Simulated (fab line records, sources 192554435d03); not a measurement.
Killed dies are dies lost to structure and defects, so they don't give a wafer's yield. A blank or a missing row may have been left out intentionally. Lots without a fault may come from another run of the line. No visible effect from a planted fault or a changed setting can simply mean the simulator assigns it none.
fab line records	flow n5_finfet
record lots=24	wafers=72	last_day=17
route steps=1938 shown BEOL_M5@1151 BEOL_M6@1196
lots that met no fault: taken from a fault-free run of the same line
start_h: hours from the record's first day to the start of the lot's first wafer shown	wait_h: hours since the lot's step before	" repeats the value in the row above	L1.1+2: a single row standing in for several wafers	- either no value or no given start	* or withheld: withheld	< > ~ a bound
route shown NAME@n: a module of which the file shows steps, and the number in the route of the first	usual: mean/standard deviation taken from wafers without a fault	same: alike in all rows	chamber/n: place in a boat	sites: readings site by site	_std_site: standard deviation of those values	_edge_site: mean of outer sites minus mean of inner sites	radius_mm: how far each site lies from the wafer's centre	mask NAME#n: copy n	behind: the last tool/chamber to shape the wafer	hold: cause of the lot's hold/its duration in hours/its outcome	device: the transistor (n, p or np) that didn't switch	end of line: at the end of the route, the tests of the same wafers	for a step that has no rows: nothing shown but its recipe	killed: dies that structure and defects cost at the first sort, which is not the same as the wafer's yield	map: a wafer's dies, x killed, . not, _ none there
set.NAME: the run value of the setting; set.NAME@STEP: its run value at that earlier step	model.NAME: the simulator's own value behind a step, which no gauge read
a sample of lots followed through the steps of the route, with each step as a table and each wafer as a row
services: a tool's chamber out of use, with start hour (start_h, from the record's first day; less than 0 if before it), hours out, and reason
## steps
# step N5_BEOL_M5_DESCUM_33
# recipe chemistry=O2	time_s=7	source_power_w=50	bias_power_w=20	pressure_mtorr=20	rf_frequency_hz=2.712e+07	temp_c=40	resist=CAR-EUV	o2_flow_sccm=225
# usual drypump_motor_current_A=5.5/0.48	oes_product_au=0.78/0.087	rf_fwd_power_W=49.41/0.22	rf_vpp_V=243.3/1.3	showerhead_plenum_p_Torr=2.09/0.062	throttle_valve_pct=20.42/0.21
lot.wafer	tool	chamber	start_h	wait_h	drypump_motor_current_A	oes_product_au	rf_fwd_power_W	rf_hours_counter_h	rf_vpp_V	showerhead_plenum_p_Torr	throttle_valve_pct
L074.1	rie_diel-05	2	176.26	0.3	6.4	0.69	48.91	215	241.7	1.99	20.80
L074.2	"	1	"	"	5.0	0.72	49.55	204	245.2	2.15	20.24
L074.3	"	3	"	"	5.5	0.75	49.50	163	241.7	2.00	20.56
L075.1	rie_diel-05	2	181.81	0.0	6.4	0.69	49.28	217	242.8	1.99	20.79
L075.2	"	3	"	"	5.5	0.76	49.37	165	240.7	2.00	20.54
L075.4	"	1	"	"	5.1	0.72	49.43	205	243.5	2.15	20.26
L076.1	rie_diel-03	1	185.22	0.3	5.4	0.81	49.16	108	242.8	2.10	20.24
L076.2	"	2	"	"	4.8	0.96	48.99	8	244.1	2.14	20.29
L076.4	"	3	"	"	5.4	0.70	49.81	197	242.5	2.07	20.38
L077.1	rie_diel-03	1	191.88	0.0	5.4	0.80	49.37	109	244.0	2.10	20.24
L077.5	"	1	"	"	5.4	0.81	49.36	-	244.1	2.10	20.24
L077.6	"	2	"	"	4.9	0.94	49.17	-	245.7	2.14	20.30
L078.1	rie_diel-05	0	193.74	0.0	6.4	0.67	49.21	236	243.3	2.06	20.79
L078.2	"	3	"	"	5.5	0.74	49.63	168	241.1	2.00	20.56
L078.3	"	2	"	"	6.4	0.69	49.02	220	242.2	1.99	20.80
L079.1	rie_diel-03	2	193.98	0.0	4.8	0.95	49.17	10	242.9	2.14	20.29
L079.2	"	3	"	"	5.4	0.70	49.74	199	244.1	2.07	20.38
L079.3	"	1	"	"	5.5	0.81	49.12	110	244.2	2.10	20.23
L080.2	rie_diel-05	1	212.42	0.2	5.0	0.71	49.48	215	244.4	2.15	20.27
L080.5	"	0	"	"	6.4	0.67	49.45	-	243.4	2.06	20.79
L080.6	"	1	"	"	5.0	0.71	49.54	-	244.1	2.15	20.26
L081.1	rie_diel-02	0	212.43	0.1	5.9	0.91	49.54	38	245.7	2.21	19.89
L081.2	"	2	"	"	5.2	0.76	49.55	172	244.1	2.09	20.59
L081.6	"	3	"	"	5.8	0.73	49.36	-	244.5	2.17	20.49
L082.2	rie_diel-03	2	219.04	0.2	4.9	0.92	49.31	17	244.8	2.14	20.30
L082.5	"	1	"	"	5.4	0.80	49.52	-	243.9	2.10	20.25
L082.6	"	0	"	"	5.5	0.79	49.48	-	242.6	2.12	20.39
L083.1	rie_diel-02	3	228.79	0.0	5.8	0.72	49.50	188	245.1	2.17	20.47
L083.3	"	0	"	"	5.9	0.90	49.87	45	245.8	2.21	19.91
L083.5	"	1	"	"	5.4	0.86	49.66	-	243.7	2.14	20.26
L084.1	rie_diel-03	2	235.38	0.0	4.8	0.92	49.17	22	244.4	2.14	20.30
L084.3	"	3	"	"	5.4	0.69	49.28	211	244.0	2.06	20.40
L084.6	"	2	"	"	4.8	0.92	49.25	-	245.2	2.14	20.32
L086.2	rie_diel-02	2	240.89	0.0	5.2	0.77	49.26	180	241.7	2.09	20.62
L086.5	"	0	"	"	5.9	0.89	49.82	-	243.3	2.21	19.92
L086.6	"	3	"	"	5.8	0.72	49.46	-	245.5	2.17	20.49
L085.3	rie_diel-03	0	241.36	0.1	5.5	0.79	49.54	115	244.4	2.11	20.40
L085.4	"	2	"	"	4.8	0.91	49.32	25	244.7	2.14	20.32
L085.5	"	2	"	"	4.8	0.91	49.24	-	242.9	2.14	20.33
L088.1	rie_diel-05	2	250.97	0.2	6.3	0.68	49.32	240	241.9	1.98	20.80
L088.3	"	1	"	"	5.0	0.70	49.40	231	244.6	2.14	20.28
L088.4	"	3	"	"	5.5	0.73	49.23	-	241.7	1.99	20.58
L087.3	rie_diel-05	2	251.36	0.3	6.3	0.68	49.20	241	241.1	1.99	20.82
L087.5	"	2	"	"	6.3	0.68	49.35	-	243.5	1.99	20.82
L087.6	"	3	"	"	5.5	0.74	49.47	-	240.5	1.99	20.58
L089.1	rie_diel-05	3	258.70	0.7	5.5	0.73	49.14	192	241.6	1.99	20.59
L089.3	"	0	"	"	6.4	1.01	49.36	0	242.4	2.06	20.44
L089.6	"	3	"	"	5.5	0.74	49.23	-	243.8	1.99	20.60
L091.1	rie_diel-03	1	274.04	0.2	5.4	0.78	49.31	136	242.1	2.09	20.28
L091.5	"	0	"	"	5.6	0.78	49.39	-	243.2	2.11	20.43
L091.6	"	1	"	"	5.4	0.78	49.28	-	241.9	2.09	20.29
L090.1	rie_diel-05	0	283.03	0.1	6.4	0.96	49.33	12	242.5	2.05	20.46
L090.3	"	3	"	"	5.5	0.72	49.53	-	240.4	1.99	20.61
L090.5	"	3	"	"	5.5	0.73	49.40	-	241.0	1.99	20.62
L092.1	rie_diel-03	1	283.58	0.6	5.4	0.77	49.08	140	244.3	2.09	20.30
L092.2	"	3	"	"	5.4	0.68	49.62	232	243.0	2.06	20.43
L092.3	"	0	"	"	5.5	0.78	49.25	133	243.5	2.11	20.45
L093.1	rie_diel-02	3	287.37	0.2	5.8	0.71	49.13	199	243.6	2.17	20.51
L093.2	"	1	"	"	5.4	0.84	49.57	59	243.4	2.13	20.26
L093.4	"	2	"	"	5.2	0.75	49.69	186	242.9	2.09	20.61
L094.2	rie_diel-05	1	289.02	0.0	5.0	0.69	49.56	242	245.0	2.14	20.30
L094.4	"	3	"	"	5.5	0.71	49.25	-	242.3	1.99	20.62
L094.6	"	1	"	"	5.0	0.68	49.42	-	245.4	2.14	20.31
L096.2	rie_diel-03	2	301.87	0.0	4.8	0.88	49.44	44	243.0	2.13	20.37
L096.4	"	0	"	"	5.5	0.77	49.69	139	242.9	2.10	20.46
L096.6	"	2	"	"	4.8	0.88	49.24	-	243.4	2.13	20.37
L095.1	rie_diel-02	0	308.80	0.0	5.9	0.87	49.66	64	244.9	2.20	19.93
L095.4	"	2	"	"	5.2	0.74	49.59	-	243.0	2.09	20.63
L095.6	"	3	"	"	5.8	0.71	49.11	-	244.1	2.17	20.49
L097.3	rie_diel-03	1	313.75	0.0	5.4	0.77	49.07	151	244.8	2.09	20.32
L097.4	"	3	"	"	5.4	0.67	49.61	-	243.1	2.05	20.43
L097.5	"	2	"	"	4.8	0.87	49.19	-	245.1	2.13	20.36
# step N5_BEOL_M5_DEGAS_44
# recipe ambient=vacuum	temp_c=250	time_s=60
# usual heater_power_w=352/51
lot.wafer	tool	chamber	start_h	wait_h	heater_power_w
L074.1	pvd_sputter-03	-	177.22	0.3	299
L074.2	"	-	"	"	304
L074.3	"	-	"	"	351
L075.1	pvd_sputter-01	-	183.03	0.3	347
L075.2	"	-	"	"	322
L075.4	"	-	"	"	376
L076.1	pvd_sputter-02	-	186.40	0.5	307
L076.2	"	-	"	"	353
L076.4	"	-	"	"	348
L077.1	pvd_sputter-03	-	193.97	1.4	315
L077.5	"	-	"	"	467
L077.6	"	-	"	"	365
L078.1	pvd_sputter-03	-	194.87	0.3	292
L078.2	"	-	"	"	469
L078.3	"	-	"	"	312
L079.1	pvd_sputter-03	-	194.95	0.3	311
L079.2	"	-	"	"	454
L079.3	"	-	"	"	293
L080.2	pvd_sputter-03	-	213.62	0.3	313
L080.5	"	-	"	"	355
L080.6	"	-	"	"	467
L081.1	pvd_sputter-01	-	213.88	0.5	326
L081.2	"	-	"	"	361
L081.6	"	-	"	"	299
L082.2	pvd_sputter-03	-	220.14	0.3	305
L082.5	"	-	"	"	292
L082.6	"	-	"	"	475
L083.1	pvd_sputter-02	-	232.25	2.2	347
L083.3	"	-	"	"	310
L083.5	"	-	"	"	304
L084.1	pvd_sputter-03	-	236.54	0.5	357
L084.3	"	-	"	"	301
L084.6	"	-	"	"	472
L086.2	pvd_sputter-02	-	243.38	1.8	299
L086.5	"	-	"	"	355
L086.6	"	-	"	"	301
L085.3	pvd_sputter-01	-	243.47	1.0	314
L085.4	"	-	"	"	297
L085.5	"	-	"	"	326
L088.1	pvd_sputter-01	-	252.07	0.3	318
L088.3	"	-	"	"	372
L088.4	"	-	"	"	291
L087.3	pvd_sputter-03	-	252.29	0.2	310
L087.5	"	-	"	"	345
L087.6	"	-	"	"	466
L089.1	pvd_sputter-02	-	260.38	0.9	353
L089.3	"	-	"	"	315
L089.6	"	-	"	"	379
L091.1	pvd_sputter-02	-	275.94	1.2	362
L091.5	"	-	"	"	351
L091.6	"	-	"	"	375
L090.1	pvd_sputter-03	-	284.49	0.6	296
L090.3	"	-	"	"	467
L090.5	"	-	"	"	351
L092.1	pvd_sputter-02	-	284.89	0.6	348
L092.2	"	-	"	"	360
L092.3	"	-	"	"	311
L093.1	pvd_sputter-01	-	288.65	0.6	364
L093.2	"	-	"	"	305
L093.4	"	-	"	"	325
L094.2	pvd_sputter-01	-	290.36	0.5	376
L094.4	"	-	"	"	301
L094.6	"	-	"	"	372
L096.2	pvd_sputter-03	-	302.82	0.2	468
L096.4	"	-	"	"	352
L096.6	"	-	"	"	471
L095.1	pvd_sputter-02	-	310.73	1.0	344
L095.4	"	-	"	"	356
L095.6	"	-	"	"	380
L097.3	pvd_sputter-02	-	315.10	0.6	348
L097.4	"	-	"	"	374
L097.5	"	-	"	"	382
# step N5_BEOL_M5_ANNEAL_89
# recipe temp_c=400	time_s=1800	ambient=vacuum
# usual heater_power_w=872/120
lot.wafer	tool	chamber	start_h	wait_h	heater_power_w
L074.1	pvd_sputter-01	-	181.46	0.0	724
L074.2	"	-	"	"	951
L074.3	"	-	"	"	845
L075.1	pvd_sputter-03	-	188.76	0.0	1149
L075.2	"	-	"	"	756
L075.4	"	-	"	"	905
L076.1	pvd_sputter-02	-	190.40	0.0	928
L076.2	"	-	"	"	905
L076.4	"	-	"	"	776
L077.1	pvd_sputter-02	-	197.88	0.0	878
L077.5	"	-	"	"	889
L077.6	"	-	"	"	952
L078.1	pvd_sputter-03	-	198.91	0.0	775
L078.2	"	-	"	"	1149
L078.3	"	-	"	"	913
L079.1	pvd_sputter-01	-	198.97	0.0	932
L079.2	"	-	"	"	763
L079.3	"	-	"	"	802
L080.2	pvd_sputter-02	-	217.72	0.0	886
L080.5	"	-	"	"	946
L080.6	"	-	"	"	903
L081.1	pvd_sputter-03	-	219.06	0.0	1145
L081.2	"	-	"	"	906
L081.6	"	-	"	"	1131
L082.2	pvd_sputter-03	-	225.60	0.0	777
L082.5	"	-	"	"	1138
L082.6	"	-	"	"	740
L083.1	pvd_sputter-02	-	236.25	0.0	874
L083.3	"	-	"	"	772
L083.5	"	-	"	"	915
L084.1	pvd_sputter-03	-	240.56	0.0	1149
L084.3	"	-	"	"	739
L084.6	"	-	"	"	730
L086.2	pvd_sputter-03	-	247.59	0.0	749
L086.5	"	-	"	"	737
L086.6	"	-	"	"	788
L085.3	pvd_sputter-02	-	247.64	0.0	795
L085.4	"	-	"	"	889
L085.5	"	-	"	"	773
L088.1	pvd_sputter-03	-	255.98	0.0	1158
L088.3	"	-	"	"	742
L088.4	"	-	"	"	767
L087.3	pvd_sputter-02	-	256.93	0.0	858
L087.5	"	-	"	"	775
L087.6	"	-	"	"	896
L089.1	pvd_sputter-02	-	264.96	0.0	895
L089.3	"	-	"	"	865
L089.6	"	-	"	"	958
L091.1	pvd_sputter-02	-	279.88	0.0	839
L091.5	"	-	"	"	786
L091.6	"	-	"	"	856
L090.1	pvd_sputter-02	-	288.41	0.0	947
L090.3	"	-	"	"	751
L090.5	"	-	"	"	966
L092.1	pvd_sputter-03	-	289.85	0.0	781
L092.2	"	-	"	"	722
L092.3	"	-	"	"	870
L093.1	pvd_sputter-02	-	292.84	0.0	899
L093.2	"	-	"	"	750
L093.4	"	-	"	"	867
L094.2	pvd_sputter-03	-	294.60	0.0	898
L094.4	"	-	"	"	743
L094.6	"	-	"	"	761
L096.2	pvd_sputter-02	-	306.90	0.0	904
L096.4	"	-	"	"	875
L096.6	"	-	"	"	903
L095.1	pvd_sputter-01	-	314.83	0.0	947
L095.4	"	-	"	"	815
L095.6	"	-	"	"	862
L097.3	pvd_sputter-02	-	319.02	0.0	872
L097.4	"	-	"	"	781
L097.5	"	-	"	"	763
# step N5_BEOL_M6_THK_MEAS_01
# recipe reads=SiCOH_lowk_of_BEOL_M6_ILD_DEP_00
# usual M6_ILD_THK=155.4/2
lot.wafer	tool	chamber	start_h	wait_h	M6_ILD_THK[nm]
L074.1	film_metro-02	-	184.30	0.4	153.6
L074.2	"	-	"	"	156.1
L074.3	"	-	"	"	154.7
L075.1	film_metro-02	-	191.46	0.4	155.5
L075.2	"	-	"	"	155.5
L075.4	"	-	"	"	156.4
L076.1	film_metro-01	-	193.30	0.4	153.0
L076.2	"	-	"	"	152.0
L076.4	"	-	"	"	154.3
L077.1	film_metro-01	-	200.78	0.4	150.6
L077.5	"	-	"	"	151.7
L077.6	"	-	"	"	152.4
L078.1	film_metro-02	-	201.65	0.4	153.9
L078.2	"	-	"	"	154.4
L078.3	"	-	"	"	156.9
L079.1	film_metro-02	-	201.69	0.4	152.4
L079.2	"	-	"	"	152.8
L079.3	"	-	"	"	154.6
L080.2	film_metro-02	-	221.01	0.7	155.8
L080.5	"	-	"	"	157.9
L080.6	"	-	"	"	155.2
L081.1	film_metro-02	-	221.80	0.4	150.8
L081.2	"	-	"	"	153.2
L081.6	"	-	"	"	155.3
L082.2	film_metro-02	-	230.03	1.3	155.2
L082.5	"	-	"	"	158.3
L082.6	"	-	"	"	156.6
L083.1	film_metro-01	-	239.29	0.4	155.8
L083.3	"	-	"	"	154.7
L083.5	"	-	"	"	155.9
L084.1	film_metro-02	-	243.30	0.4	154.6
L084.3	"	-	"	"	155.0
L084.6	"	-	"	"	158.2
L086.2	film_metro-02	-	250.52	0.4	157.8
L086.5	"	-	"	"	159.0
L086.6	"	-	"	"	160.2
L085.3	film_metro-02	-	250.63	0.3	153.0
L085.4	"	-	"	"	155.2
L085.5	"	-	"	"	157.1
L088.1	film_metro-02	-	258.68	0.4	154.8
L088.3	"	-	"	"	152.7
L088.4	"	-	"	"	156.8
L087.3	film_metro-01	-	259.94	0.3	152.3
L087.5	"	-	"	"	156.5
L087.6	"	-	"	"	155.7
L089.1	film_metro-01	-	268.17	0.8	154.9
L089.3	"	-	"	"	157.3
L089.6	"	-	"	"	156.2
L091.1	film_metro-01	-	282.84	0.4	155.7
L091.5	"	-	"	"	156.9
L091.6	"	-	"	"	158.1
L090.1	film_metro-01	-	291.59	0.8	154.6
L090.3	"	-	"	"	154.5
L090.5	"	-	"	"	155.5
L092.1	film_metro-01	-	293.03	0.8	152.9
L092.2	"	-	"	"	154.6
L092.3	"	-	"	"	155.3
L093.1	film_metro-02	-	296.02	0.8	153.5
L093.2	"	-	"	"	155.1
L093.4	"	-	"	"	155.5
L094.2	film_metro-01	-	297.83	0.7	153.7
L094.4	"	-	"	"	157.4
L094.6	"	-	"	"	157.6
L096.2	film_metro-02	-	310.31	0.4	151.6
L096.4	"	-	"	"	155.8
L096.6	"	-	"	"	155.9
L095.1	film_metro-01	-	318.17	0.8	154.7
L095.4	"	-	"	"	159.5
L095.6	"	-	"	"	159.8
L097.3	film_metro-01	-	322.23	0.5	156.3
L097.4	"	-	"	"	156.2
L097.5	"	-	"	"	157.1
# step N5_BEOL_M6_STRIP_19
# recipe chemistry=O2	power_w=400	temp_c=40	pressure_mtorr=30	rf_frequency_hz=6e+07	bias_power_w=0	overash_fraction=0.2	o2_flow_sccm=225
# usual drypump_motor_current_A=5.6/0.49	oes_product_au=0.82/0.091	rf_vpp_V=3.6/0.62	showerhead_plenum_p_Torr=2.10/0.064	throttle_valve_pct=16.64/0.19
lot.wafer	tool	chamber	start_h	wait_h	drypump_motor_current_A	oes_product_au	rf_hours_counter_h	rf_vpp_V	showerhead_plenum_p_Torr	throttle_valve_pct
L074.1	rie_diel-06	0	186.80	0.1	5.5	0.75	143	4.4	2.18	16.82
L074.2	"	1	"	"	5.3	0.69	233	2.2	2.06	16.71
L074.3	"	2	"	"	5.4	0.94	8	3.0	2.06	16.47
L075.1	rie_diel-04	3	192.95	0.2	5.6	0.74	193	3.4	1.99	16.45
L075.2	"	2	"	"	6.5	0.95	14	4.4	2.23	16.52
L075.4	"	2	"	"	6.5	0.94	-	3.9	2.23	16.53
L076.1	rie_diel-01	1	195.48	0.1	4.9	0.90	30	3.4	2.04	16.31
L076.2	"	3	"	"	5.8	0.90	38	3.3	2.14	16.58
L076.4	"	0	"	"	5.4	0.93	17	2.3	2.15	16.81
L077.1	rie_diel-06	1	201.89	0.1	5.3	0.68	238	3.3	2.06	16.72
L077.5	"	1	"	"	5.3	0.68	-	5.2	2.06	16.74
L077.6	"	0	"	"	5.5	0.75	-	3.3	2.18	16.83
L078.1	rie_diel-01	0	204.44	0.1	5.3	0.94	19	2.9	2.15	16.81
L078.2	"	2	"	"	5.5	0.71	186	4.3	2.08	16.55
L078.3	"	1	"	"	4.9	0.90	32	2.7	2.04	16.30
L079.1	rie_diel-01	1	204.87	0.1	4.8	0.90	33	4.2	2.04	16.29
L079.2	"	0	"	"	5.4	0.93	19	4.2	2.15	16.82
L079.3	"	3	"	"	5.8	0.89	41	3.6	2.14	16.58
L080.2	rie_diel-01	2	223.74	0.1	5.5	0.72	193	3.6	2.08	16.61
L080.5	"	0	"	"	5.4	0.93	-	4.0	2.15	16.81
L080.6	"	1	"	"	4.8	0.89	-	4.3	2.04	16.31
L081.1	rie_diel-01	2	223.80	0.1	5.5	0.71	193	4.3	2.08	16.60
L081.2	"	0	"	"	5.4	0.90	26	4.2	2.15	16.80
L081.6	"	3	"	"	5.8	0.87	-	3.4	2.14	16.61
L082.2	rie_diel-06	0	231.12	0.1	5.5	0.74	158	4.2	2.18	16.83
L082.5	"	0	"	"	5.5	0.74	-	3.1	2.18	16.83
L082.6	"	1	"	"	5.3	0.67	-	3.9	2.05	16.75
L083.1	rie_diel-04	0	241.16	0.1	5.6	0.95	8	3.7	2.07	16.72
L083.3	"	2	"	"	6.5	0.89	34	3.7	2.22	16.59
L083.5	"	0	"	"	5.6	0.96	-	4.3	2.07	16.73
L084.1	rie_diel-01	3	245.18	0.1	5.8	0.86	55	4.3	2.14	16.60
L084.3	"	1	"	"	4.9	0.86	48	4.2	2.04	16.33
L084.6	"	3	"	"	5.8	0.86	-	3.6	2.14	16.62
L086.2	rie_diel-06	3	252.97	0.3	6.8	0.72	197	3.3	2.18	16.86
L086.5	"	2	"	"	5.4	0.88	-	2.8	2.05	16.49
L086.6	"	3	"	"	6.8	0.73	-	3.1	2.18	16.85
L085.3	rie_diel-06	0	253.01	0.3	5.5	0.74	167	2.1	2.17	16.84
L085.4	"	3	"	"	6.8	0.73	-	4.6	2.18	16.85
L085.5	"	0	"	"	5.5	0.74	-	3.9	2.17	16.86
L088.1	rie_diel-01	3	261.42	0.1	5.8	0.86	61	3.0	2.14	16.62
L088.3	"	1	"	"	4.9	0.86	53	3.5	2.03	16.35
L088.4	"	2	"	"	5.5	0.70	207	4.4	2.07	16.60
L087.3	rie_diel-01	0	261.64	0.1	5.3	0.89	40	3.8	2.14	16.84
L087.5	"	1	"	"	4.9	0.86	-	3.6	2.03	16.37
L087.6	"	2	"	"	5.5	0.72	-	3.0	2.07	16.61
L089.1	rie_diel-06	3	271.19	0.3	6.8	0.71	204	4.2	2.17	16.88
L089.3	"	2	"	"	5.4	0.87	39	4.5	2.05	16.51
L089.6	"	3	"	"	6.8	0.72	-	3.8	2.17	16.88
L091.1	rie_diel-01	0	284.88	0.2	5.3	0.87	48	3.1	2.14	16.87
L091.5	"	3	"	"	5.8	0.84	-	3.4	2.13	16.64
L091.6	"	2	"	"	5.5	0.69	-	2.5	2.07	16.64
L090.1	rie_diel-01	0	293.00	0.1	5.4	0.88	51	3.1	2.14	16.88
L090.3	"	3	"	"	5.7	0.84	72	3.8	2.13	16.63
L090.5	"	3	"	"	5.8	0.84	-	3.1	2.13	16.64
L092.1	rie_diel-06	2	295.96	0.1	5.4	0.86	47	3.1	2.04	16.55
L092.2	"	3	"	"	6.8	0.70	215	3.4	2.17	16.91
L092.3	"	0	"	"	5.6	0.72	188	3.1	2.17	16.91
L093.1	rie_diel-04	0	297.66	0.1	5.6	0.90	28	4.1	2.06	16.75
L093.2	"	3	"	"	5.6	0.70	237	3.6	1.98	16.55
L093.4	"	3	"	"	5.6	0.71	-	3.1	1.98	16.56
L094.2	rie_diel-04	1	300.46	0.2	5.6	0.97	1	2.4	2.06	16.27
L094.4	"	3	"	"	5.6	0.71	238	4.6	1.98	16.55
L094.6	"	0	"	"	5.6	0.89	-	4.0	2.06	16.75
L096.2	rie_diel-04	3	311.86	0.1	5.6	0.70	243	3.7	1.97	16.56
L096.4	"	0	"	"	5.6	0.88	-	2.5	2.06	16.74
L096.6	"	3	"	"	5.6	0.69	-	3.7	1.97	16.57
L095.1	rie_diel-04	3	321.56	0.1	5.6	0.69	247	3.3	1.97	16.58
L095.4	"	2	"	"	6.5	0.85	63	3.6	2.21	16.62
L095.6	"	0	"	"	5.6	0.89	-	2.5	2.06	16.76
L097.3	rie_diel-01	2	325.09	0.1	5.5	0.67	230	4.1	2.07	16.66
L097.4	"	1	"	"	4.9	0.82	75	3.8	2.03	16.40
L097.5	"	0	"	"	5.3	0.84	-	3.6	2.13	16.88
# step N5_BEOL_M6_INSPECT_30
# recipe mode=adi	inspect_instrument=brightfield
# usual raw_defect_count=389/85
lot.wafer	tool	chamber	start_h	wait_h	raw_defect_count
L074.1	defect_inspect-02	-	189.71	0.1	427
L074.2	"	-	"	"	275
L074.3	"	-	"	"	402
L075.1	defect_inspect-02	-	193.57	0.1	290
L075.2	"	-	"	"	273
L075.4	"	-	"	"	417
L076.1	defect_inspect-01	-	199.31	0.1	306
L076.2	"	-	"	"	424
L076.4	"	-	"	"	282
L077.1	defect_inspect-02	-	203.00	0.1	422
L077.5	"	-	"	"	343
L077.6	"	-	"	"	480
L078.1	defect_inspect-01	-	206.03	0.1	338
L078.2	"	-	"	"	413
L078.3	"	-	"	"	371
L079.1	defect_inspect-02	-	206.15	0.1	373
L079.2	"	-	"	"	533
L079.3	"	-	"	"	340
L080.2	defect_inspect-01	-	225.33	0.0	446
L080.5	"	-	"	"	269
L080.6	"	-	"	"	307
L081.1	defect_inspect-02	-	225.49	0.1	266
L081.2	"	-	"	"	339
L081.6	"	-	"	"	569
L082.2	defect_inspect-01	-	231.68	0.0	345
L082.5	"	-	"	"	542
L082.6	"	-	"	"	442
L083.1	defect_inspect-02	-	242.93	0.1	294
L083.3	"	-	"	"	273
L083.5	"	-	"	"	329
L084.1	defect_inspect-02	-	247.36	0.1	320
L084.3	"	-	"	"	441
L084.6	"	-	"	"	428
L086.2	defect_inspect-02	-	254.03	0.0	347
L086.5	"	-	"	"	351
L086.6	"	-	"	"	336
L085.3	defect_inspect-02	-	254.20	0.0	311
L085.4	"	-	"	"	379
L085.5	"	-	"	"	413
L088.1	defect_inspect-01	-	262.07	0.1	286
L088.3	"	-	"	"	320
L088.4	"	-	"	"	336
L087.3	defect_inspect-02	-	266.17	0.0	388
L087.5	"	-	"	"	362
L087.6	"	-	"	"	478
L089.1	defect_inspect-01	-	272.16	0.1	531
L089.3	"	-	"	"	524
L089.6	"	-	"	"	470
L091.1	defect_inspect-01	-	287.22	0.1	561
L091.5	"	-	"	"	395
L091.6	"	-	"	"	504
L090.1	defect_inspect-02	-	294.54	0.1	282
L090.3	"	-	"	"	450
L090.5	"	-	"	"	323
L092.1	defect_inspect-02	-	298.70	0.1	288
L092.2	"	-	"	"	266
L092.3	"	-	"	"	371
L093.1	defect_inspect-01	-	298.87	0.1	407
L093.2	"	-	"	"	520
L093.4	"	-	"	"	350
L094.2	defect_inspect-02	-	301.91	0.0	383
L094.4	"	-	"	"	353
L094.6	"	-	"	"	373
L096.2	defect_inspect-02	-	313.51	0.0	358
L096.4	"	-	"	"	264
L096.6	"	-	"	"	283
L095.1	defect_inspect-01	-	322.26	0.1	478
L095.4	"	-	"	"	388
L095.6	"	-	"	"	382
L097.3	defect_inspect-01	-	325.98	0.0	513
L097.4	"	-	"	"	363
L097.5	"	-	"	"	444
## services
tool	chamber	start_h	hours	kind
rie_diel-05	0	215.24	3.8	repair
rie_diel-04	1	217.32	5.2	repair
rie_diel-05	0	241.21	-	clean
rie_diel-05	0	241.21	-	consumable_replace:focus_ring
rie_diel-05	0	241.21	16.2	scheduled_down
rie_diel-05	0	241.21	16.2	vent_cycle
rie_diel-06	1	242.35	55.8	repair
rie_diel-02	-	243.38	28.1	pm
rie_diel-05	-	253.86	0.2	repair
rie_diel-04	0	265.68	8.2	repair
rie_diel-05	2	270.57	-	clean
rie_diel-05	2	270.57	-	consumable_replace:focus_ring
rie_diel-05	2	270.57	-	consumable_replace:showerhead
rie_diel-05	2	270.57	31.4	scheduled_down
rie_diel-05	2	270.57	31.4	vent_cycle
rie_diel-06	2	272.24	7.4	repair
rie_diel-02	3	290.29	7.6	repair
rie_diel-02	1	297.44	11.5	repair
rie_diel-04	2	302.97	9.8	repair
rie_diel-03	0	312.23	12.7	repair
rie_diel-05	1	313.46	-	clean
rie_diel-05	1	313.46	-	consumable_replace:focus_ring
rie_diel-05	1	313.46	15.3	scheduled_down
rie_diel-05	1	313.46	15.3	vent_cycle
## key
fault none
